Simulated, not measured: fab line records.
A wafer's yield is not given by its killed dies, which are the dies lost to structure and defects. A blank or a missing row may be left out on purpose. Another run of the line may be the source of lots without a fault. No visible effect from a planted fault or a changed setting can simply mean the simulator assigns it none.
fab line records ; flow n5Finfet
record: lots: 10; wafers: 30; lastDay: 17
route steps=1938 shown BEOL_M2@930 BEOL_M3@932 BEOL_M4@1111
lots that met no fault: taken from a fault-free run of the same line
startH: start of the lot's first displayed wafer, in hours after the record's first day ; waitH: hours from the lot's prior step to this one ; " same as the row above ; L1.1+2: a single row standing in for several wafers ; - no value, or no start was given ; * or withheld: withheld ; < > ~ a bound
route shown NAME@n: NAME is a module with steps in the file, n the number in the route of the first one ; usual: mean and standard deviation over wafers with no fault ; same: alike in all rows ; chamber/n: place in a boat ; sites: readings site by site ; _std_site: standard deviation across them ; _edge_site: the outer-site mean with the inner-site mean subtracted ; radiusMm: how far each site lies from the wafer's centre ; mask NAME#n: copy n ; behind: tool/chamber where the wafer was last shaped ; hold: cause of the lot's hold/its duration in hours/its outcome ; device: names the non-switching transistor (n, p or np) ; end of line: tests of these same wafers at the route's end ; for a step that has no rows: nothing shown but its recipe ; killed: dies that structure and defects cost at the first sort, which is not the same as the wafer's yield ; map: a wafer's dies, marking killed ones x, the rest . and places with no die _
set.NAME: setting as actually run; set.NAME@STEP: the setting as run at that earlier step ; model.NAME: the simulator's own value behind a step, which no gauge read
a sample of lots followed through the steps of the route, with each step as a table and each wafer as a row
services: the hour from which a tool's chamber was out of use, counted from the record's first day as startH (under 0 if before that day), plus the number of hours and why
== steps ==
step: N5_BEOL_M2_INSPECT_59
recipe: inspectInstrument: darkfield; mode: postDep
usual: rawDefectCount: 73/20
lot.wafer;tool;chamber;startH;waitH;rawDefectCount
L375.2;defectInspect-01;-;154.62;0.0;40
L375.4;defectInspect-01;-;154.62;0.0;55
L375.5;defectInspect-01;-;154.62;0.0;68
L376.1;defectInspect-02;-;161.47;0.0;51
L376.2;defectInspect-02;-;161.47;0.0;70
L376.6;defectInspect-02;-;161.47;0.0;49
L377.1;defectInspect-01;-;166.64;0.0;64
L377.3;defectInspect-01;-;166.64;0.0;90
L377.6;defectInspect-01;-;166.64;0.0;66
L378.1;defectInspect-01;-;173.16;0.0;71
L378.2;defectInspect-01;-;173.16;0.0;78
L378.5;defectInspect-01;-;173.16;0.0;66
L382.3;defectInspect-02;-;196.20;0.0;42
L382.4;defectInspect-02;-;196.20;0.0;45
L382.5;defectInspect-02;-;196.20;0.0;47
L381.1;defectInspect-02;-;197.72;0.0;82
L381.4;defectInspect-02;-;197.72;0.0;101
L381.5;defectInspect-02;-;197.72;0.0;90
L384.3;defectInspect-01;-;210.82;0.0;56
L384.4;defectInspect-01;-;210.82;0.0;58
L384.5;defectInspect-01;-;210.82;0.0;62
L387.1;defectInspect-02;-;229.71;0.0;62
L387.2;defectInspect-02;-;229.71;0.0;80
L387.6;defectInspect-02;-;229.71;0.0;97
L389.3;defectInspect-02;-;245.99;0.0;69
L389.5;defectInspect-02;-;245.99;0.0;110
L389.6;defectInspect-02;-;245.99;0.0;75
L395.1;defectInspect-01;-;270.34;0.0;101
L395.2;defectInspect-01;-;270.34;0.0;94
L395.5;defectInspect-01;-;270.34;0.0;93
step: N5_BEOL_M3_THK_MEAS_01
recipe: reads: SiOC_of_BEOL_M3_ILD_DEP_00
usual: M3_ILD_THK: 79.4/1
lot.wafer;tool;chamber;startH;waitH;M3_ILD_THK[nm]
L375.2;filmMetro-01;-;154.73;0.1;79.3
L375.4;filmMetro-01;-;154.73;0.1;79.0
L375.5;filmMetro-01;-;154.73;0.1;80.7
L376.1;filmMetro-02;-;161.58;0.0;78.6
L376.2;filmMetro-02;-;161.58;0.0;78.8
L376.6;filmMetro-02;-;161.58;0.0;80.1
L377.1;filmMetro-01;-;166.74;0.0;77.3
L377.3;filmMetro-01;-;166.74;0.0;78.2
L377.6;filmMetro-01;-;166.74;0.0;79.4
L378.1;filmMetro-02;-;173.27;0.0;80.1
L378.2;filmMetro-02;-;173.27;0.0;79.6
L378.5;filmMetro-02;-;173.27;0.0;80.9
L382.3;filmMetro-01;-;196.30;0.1;79.1
L382.4;filmMetro-01;-;196.30;0.1;80.0
L382.5;filmMetro-01;-;196.30;0.1;79.6
L381.1;filmMetro-01;-;197.82;0.0;78.2
L381.4;filmMetro-01;-;197.82;0.0;80.1
L381.5;filmMetro-01;-;197.82;0.0;78.8
L384.3;filmMetro-02;-;210.94;0.1;79.7
L384.4;filmMetro-02;-;210.94;0.1;79.0
L384.5;filmMetro-02;-;210.94;0.1;80.0
L387.1;filmMetro-01;-;229.81;0.0;77.7
L387.2;filmMetro-01;-;229.81;0.0;77.9
L387.6;filmMetro-01;-;229.81;0.0;78.4
L389.3;filmMetro-02;-;246.10;0.1;78.5
L389.5;filmMetro-02;-;246.10;0.1;79.9
L389.6;filmMetro-02;-;246.10;0.1;80.0
L395.1;filmMetro-02;-;270.44;0.0;79.2
L395.2;filmMetro-02;-;270.44;0.0;79.2
L395.5;filmMetro-02;-;270.44;0.0;79.2
step: N5_BEOL_M3_STRIP_66
recipe: chemistry: CF4; resist: SiARC; powerW: 300; biasPowerW: 75; pressureMtorr: 50; cf4FlowSccm: 150; rfFrequencyHz: 6e+07
usual: drypumpMotorCurrentA: 5.8/0.36; oesProductAu: 0.76/0.076; rfVppV: 271.0/1.6; showerheadPlenumPTorr: 1.79/0.061; throttleValvePct: 13.69/0.25
lot.wafer;tool;chamber;startH;waitH;drypumpMotorCurrentA;oesProductAu;rfHoursCounterH;rfVppV;showerheadPlenumPTorr;throttleValvePct
L375.2;rieDiel-01;2;157.50;0.0;6.1;0.79;122;271.9;1.81;13.82
L375.4;rieDiel-01;1;157.50;0.0;5.6;0.73;-;273.0;1.85;13.81
L375.5;rieDiel-01;2;157.50;0.0;6.1;0.79;-;272.3;1.81;13.82
L376.1;rieDiel-06;2;163.64;0.0;5.9;0.69;226;271.3;1.77;13.93
L376.2;rieDiel-06;0;163.64;0.0;5.8;0.78;117;271.0;1.74;13.38
L376.6;rieDiel-06;3;163.64;0.0;6.0;0.93;-;271.4;1.77;13.34
L377.1;rieDiel-06;1;169.87;0.0;6.4;0.89;27;273.0;1.90;13.34
L377.3;rieDiel-06;0;169.87;0.0;5.8;0.77;118;270.7;1.74;13.36
L377.6;rieDiel-06;1;169.87;0.0;6.4;0.90;-;273.1;1.90;13.35
L378.1;rieDiel-05;2;174.88;0.0;6.3;0.67;232;268.8;1.70;14.06
L378.2;rieDiel-05;1;174.88;0.0;6.1;0.73;174;272.5;1.86;13.84
L378.5;rieDiel-05;2;174.88;0.0;6.4;0.67;-;269.3;1.70;14.08
L382.3;rieDiel-01;2;197.47;0.0;6.1;0.78;138;272.2;1.80;13.86
L382.4;rieDiel-01;3;197.47;0.0;5.4;0.73;-;269.6;1.71;13.75
L382.5;rieDiel-01;1;197.47;0.0;5.5;0.71;-;272.2;1.84;13.85
L381.1;rieDiel-05;2;199.06;0.0;6.3;0.66;239;269.3;1.70;14.06
L381.4;rieDiel-05;1;199.06;0.0;6.1;0.73;181;273.4;1.86;13.85
L381.5;rieDiel-05;2;199.06;0.0;6.4;0.67;-;268.8;1.70;14.07
L384.3;rieDiel-05;3;213.62;0.0;5.3;0.72;205;267.6;1.71;13.87
L384.4;rieDiel-05;3;213.62;0.0;5.2;0.71;-;270.0;1.71;13.85
L384.5;rieDiel-05;2;213.62;0.0;6.3;0.67;-;268.7;1.70;14.09
L387.1;rieDiel-06;2;231.60;0.0;5.9;0.68;247;268.9;1.76;13.98
L387.2;rieDiel-06;1;231.60;0.0;6.3;0.87;42;273.7;1.90;13.37
L387.6;rieDiel-06;1;231.60;0.0;6.3;0.87;-;274.4;1.90;13.39
L389.3;rieDiel-01;2;247.65;0.0;6.1;0.76;153;270.8;1.80;13.91
L389.5;rieDiel-01;1;247.65;0.0;5.5;0.70;-;273.3;1.84;13.88
L389.6;rieDiel-01;2;247.65;0.0;6.1;0.76;-;270.5;1.80;13.90
L395.1;rieDiel-05;1;272.20;0.0;6.1;0.71;202;271.7;1.85;13.91
L395.2;rieDiel-05;2;272.20;0.0;6.3;0.92;6;273.8;1.90;13.53
L395.5;rieDiel-05;0;272.20;0.0;5.9;0.81;-;271.7;1.75;13.40
step: N5_BEOL_M3_EXPOSE_25
recipe: maskId: V2; na: 0.33; sourceShape: quasar; sigmaInner: 0.2; sigmaOuter: 0.8; polarization: unpolarized; defocusNm: 5; doseMj: 63
usual: exposureDoseMJCm2: 63.01/0.076
lot.wafer;tool;chamber;startH;waitH;mask;exposureDoseMJCm2
L375.2;euvScanner-01;0;157.90;-;V2#0;63.05
L375.4;euvScanner-01;0;157.90;-;V2#0;62.97
L375.5;euvScanner-01;0;157.90;-;V2#0;63.05
L376.1;euvScanner-01;0;164.07;-;V2#0;63.08
L376.2;euvScanner-01;0;164.07;-;V2#0;62.99
L376.6;euvScanner-01;0;164.07;-;V2#0;62.98
L377.1;euvScanner-01;0;170.42;-;V2#0;63.02
L377.3;euvScanner-01;0;170.42;-;V2#0;63.04
L377.6;euvScanner-01;0;170.42;-;V2#0;63.05
L378.1;euvScanner-02;0;175.46;-;V2#0;63.07
L378.2;euvScanner-02;0;175.46;-;V2#0;62.98
L378.5;euvScanner-02;0;175.46;-;V2#0;62.90
L382.3;euvScanner-02;0;198.01;-;V2#0;62.95
L382.4;euvScanner-02;0;198.01;-;V2#0;63.04
L382.5;euvScanner-02;0;198.01;-;V2#0;62.95
L381.1;euvScanner-02;0;199.52;-;V2#0;62.89
L381.4;euvScanner-02;0;199.52;-;V2#0;62.92
L381.5;euvScanner-02;0;199.52;-;V2#0;62.91
L384.3;euvScanner-01;0;214.24;-;V2#0;63.09
L384.4;euvScanner-01;0;214.24;-;V2#0;63.03
L384.5;euvScanner-01;0;214.24;-;V2#0;62.89
L387.1;euvScanner-02;0;231.99;-;V2#0;64.86
L387.2;euvScanner-02;0;231.99;-;V2#0;64.89
L387.6;euvScanner-02;0;231.99;-;V2#0;64.82
L389.3;euvScanner-02;0;248.44;-;V2#0;64.64
L389.5;euvScanner-02;0;248.44;-;V2#0;64.51
L389.6;euvScanner-02;0;248.44;-;V2#0;64.51
L395.1;euvScanner-01;0;272.73;-;V2#0;62.99
L395.2;euvScanner-01;0;272.73;-;V2#0;63.10
L395.5;euvScanner-01;0;272.73;-;V2#0;63.08
step: N5_BEOL_M4_RC_MEAS_101
usual: DIBL_N: 36.2/1.4; DIBL_P: 36.1/1.5; IOFF_N: 0.153/0.02; IOFF_P: 0.215/0.03; ION_N: 672/8.6; ION_P: 463/6.8; SS_N: 71.5/0.47; SS_P: 73.3/0.57; VT_N: 250.6/2.4; VT_P: -249/3.2
lot.wafer;tool;chamber;startH;waitH;DIBL_N[mV/V];DIBL_P[mV/V];IOFF_N[nA/um];IOFF_P[nA/um];ION_N[uA/um];ION_P[uA/um];SS_N[mV/dec];SS_P[mV/dec];VT_N[mV];VT_P[mV]
L375.2;prober-01;0;175.96;0.2;38.6;38.4;0.186;0.248;673;464;71.8;74.6;246.8;-245
L375.4;prober-01;0;175.96;0.2;38.9;38.0;0.179;0.249;676;461;73.0;73.8;248.2;-247
L375.5;prober-01;0;175.96;0.2;37.4;36.7;0.161;0.224;667;457;72.1;73.5;249.3;-250
L376.1;prober-01;0;179.12;0.0;37.4;36.1;0.166;0.220;685;463;71.4;72.5;248.1;-248
L376.2;prober-01;0;179.12;0.0;37.1;34.9;0.160;0.197;666;457;72.1;72.6;249.0;-251
L376.6;prober-01;0;179.12;0.0;38.6;37.0;0.187;0.237;667;460;72.1;74.1;248.3;-251
L377.1;prober-01;0;190.78;0.0;36.2;35.4;0.146;0.181;666;456;71.9;73.4;249.2;-255
L377.3;prober-01;0;190.78;0.0;37.4;36.6;0.162;0.185;672;455;71.7;74.1;252.6;-255
L377.6;prober-01;0;190.78;0.0;36.5;35.7;0.148;0.171;667;447;71.5;73.5;253.0;-255
L378.1;prober-02;0;195.10;0.0;36.7;37.2;0.156;0.219;668;460;71.6;73.6;251.8;-251
L378.2;prober-02;0;195.10;0.0;33.9;33.7;0.113;0.172;652;455;70.8;71.9;258.3;-254
L378.5;prober-02;0;195.10;0.0;36.0;36.6;0.146;0.215;662;462;71.3;73.3;250.5;-251
L382.3;prober-01;0;214.21;0.3;35.6;37.4;0.153;0.196;662;455;70.7;72.7;250.1;-252
L382.4;prober-01;0;214.21;0.3;34.5;36.0;0.135;0.181;667;455;71.2;72.0;251.2;-253
L382.5;prober-01;0;214.21;0.3;36.8;39.1;0.185;0.229;685;465;72.3;73.3;245.4;-249
L381.1;prober-02;0;219.67;0.0;34.9;36.3;0.130;0.186;673;461;71.5;73.1;254.1;-253
L381.4;prober-02;0;219.67;0.0;36.1;37.6;0.150;0.212;668;463;71.2;73.0;250.0;-251
L381.5;prober-02;0;219.67;0.0;35.3;36.3;0.134;0.204;673;467;71.8;73.3;253.3;-251
L384.3;prober-02;0;236.34;0.3;36.3;34.9;0.144;0.196;677;462;71.5;73.1;253.0;-252
L384.4;prober-02;0;236.34;0.3;38.6;38.2;0.206;0.250;688;464;71.5;74.8;247.2;-246
L384.5;prober-02;0;236.34;0.3;38.7;37.5;0.192;0.239;672;458;72.1;73.9;248.8;-248
L387.1;prober-01;0;246.42;0.0;36.4;34.2;0.148;0.204;672;460;71.7;72.3;250.5;-250
L387.2;prober-01;0;246.42;0.0;34.8;32.8;0.125;0.186;666;462;71.0;73.0;254.5;-249
L387.6;prober-01;0;246.42;0.0;36.8;35.0;0.151;0.219;671;464;71.2;72.6;252.0;-248
L389.3;prober-02;0;269.93;1.0;34.3;33.4;0.122;0.160;657;450;70.8;73.0;254.2;-257
L389.5;prober-02;0;269.93;1.0;35.7;34.8;0.139;0.177;666;453;71.0;72.7;251.7;-253
L389.6;prober-02;0;269.93;1.0;32.6;31.0;0.103;0.131;656;450;70.6;72.2;255.1;-259
L395.1;prober-02;0;296.07;0.0;35.3;34.7;0.139;0.193;673;460;71.3;73.2;253.2;-250
L395.2;prober-02;0;296.07;0.0;34.6;34.2;0.141;0.188;679;464;70.8;74.3;253.1;-254
L395.5;prober-02;0;296.07;0.0;34.8;34.0;0.134;0.191;679;464;71.5;73.3;251.2;-251
== services ==
tool;chamber;startH;hours;kind
euvScanner-02;-;151.22;4.6;pm
rieDiel-05;2;154.96;3.7;repair
euvScanner-01;-;155.82;1.0;pm
rieDiel-01;3;156.15;22.7;repair
euvScanner-02;-;156.83;17.3;pm
rieDiel-06;2;158.83;4.2;repair
euvScanner-01;-;171.61;1.6;repair
euvScanner-02;-;174.13;1.0;pm
euvScanner-02;-;191.69;0.6;repair
euvScanner-01;0;203.05;-;calibration
euvScanner-01;-;209.10;1.0;pm
rieDiel-06;1;212.61;5.3;repair
euvScanner-02;-;215.67;1.0;pm
euvScanner-01;-;223.18;4.6;pm
rieDiel-05;2;235.25;4.6;repair
rieDiel-05;2;240.09;-;clean
rieDiel-05;2;240.09;-;consumableReplace:focusRing
rieDiel-05;2;240.09;-;consumableReplace:showerhead
rieDiel-05;2;240.09;13.4;scheduledDown
rieDiel-05;2;240.09;13.4;ventCycle
rieDiel-06;2;246.36;-;clean
rieDiel-06;2;246.36;-;consumableReplace:focusRing
euvScanner-01;-;265.25;1.0;pm
euvScanner-02;-;271.82;1.0;pm
== key ==
firstSign: step: N5_BEOL_M3_EXPOSE_25; reading: exposureDoseMJCm2; direction: up; sigmas: 22; usual: 63.01; struck: 64.70
effect none on later readings
metAt N5_BEOL_M3_EXPOSE_25
struckLots L387,L389
loopTrim: step: N5_BEOL_M3_EXPOSE_25; setting: dose; lots: L389
notActingAt N5_BEOL_M2_INSPECT_59,N5_BEOL_M3_THK_MEAS_01,N5_BEOL_M3_STRIP_66
onsetBetween 199.52 231.99
fault: kind: processParameterDrift; tool: euvScanner-02; chamber: -; onsetH: 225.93; steps: N5_BEOL_M3_EXPOSE_25; channel: doseMj; offset: 1.9099; shape: step; actsIn: theseRecipesOnly; stated: 63
loopTrim: a control loop set the setting to another value than it would have without faults
